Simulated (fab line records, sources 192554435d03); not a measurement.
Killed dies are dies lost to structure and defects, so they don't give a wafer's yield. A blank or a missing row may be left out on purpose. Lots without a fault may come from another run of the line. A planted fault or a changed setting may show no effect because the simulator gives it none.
Problem report in the 8D (eight disciplines) form, filled by code | flow n5_finfet | the parts of the form that need people (team, actions taken, sign-off) are left out

1. THE PROBLEM
run_length_s at N5_BEOL_M5_COAT_60 reads a mean of 80.08 s on 4 wafers of 3 lots; wafers without a fault read 66.03 s with a standard deviation of 0.13. That is +99 or more standard deviations from the usual mean.
The step: time 60 s, resist thk 12 nm.
First seen on wafer L589.2, day 11 12:01, on litho_track-05. The record holds 37 wafers of 13 lots with a number at this step. Rule for "out", or "out of limits": more than 4 standard deviations from the usual mean. The other wafers with a number count as sound.

2. WHAT IT IS AND WHAT IT IS NOT
question                    | is                             | is not
which readings at this step | run_length_s                   | spin_speed_rpm
which lots                  | L589, L591, L594               | L577, L578, L579, L581, L583, L585, L586, L587, L592, L598
which wafers of those lots  | L589.2, L591.2, L591.3, L594.2 | L589.5, L591.6, L594.5
read on which tools         | litho_track-05                 | litho_track-03, litho_track-04
when                        | from day 11 12:01              | up to then (25 sound wafers); but 8 sound wafers of L591, L592, L594, L598 came after

3. SUSPECTS, AND WHAT RULES EACH OUT
Counting: a tool at a process step up to the reading stays a suspect if it ran every lot that is out. Sound lots after the first of them don't rule it out here, since some wafers of a struck lot are sound.
- litho_track-05 at N5_BEOL_M5_COAT_60 (time 60 s, resist thk 12 nm): kept. It ran every lot that is out, first L589 (day 11 12:01); its last sound lot up to then is L587 (day 11 08:41). Its own readings are out on those wafers: run_length_s.
Left after counting: litho_track-05 at N5_BEOL_M5_COAT_60.

4. THE CAUSE (what the simulator had put in)
Process parameter drift: litho_track-05, from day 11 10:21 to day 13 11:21, at N5_BEOL_M5_COAT_60. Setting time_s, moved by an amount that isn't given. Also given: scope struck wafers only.
Counting left only this tool.

5. THE CHAIN OF EFFECTS, in route order
Each row: a reading whose mean over the struck wafers that have a number lies more than 3 standard deviations from the usual. Only readings for which the record gives a usual standard deviation are gone through. hours: the time from each lot's start at the first step in this table that gives one to its start at this step, as a median over the lots. sigmas: the change in usual standard deviations.
hours | step               | reading      | usual   | on struck wafers | change | sigmas
0     | N5_BEOL_M5_COAT_60 | run_length_s | 66.03 s | 80.08            | +14.05 | +99 or more
The process steps in it:
- N5_BEOL_M5_COAT_60: time 60 s, resist thk 12 nm.
Later measuring or inspecting steps at which every struck wafer that the step has a row for has a number for every such reading, and none has moved that far: N5_BEOL_M5_CD_MEAS_11.

6. WHAT WOULD HAVE CAUGHT IT SOONER
In this record the first reading out of limits was taken at day 11 12:01, 2 hours after the fault began at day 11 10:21.
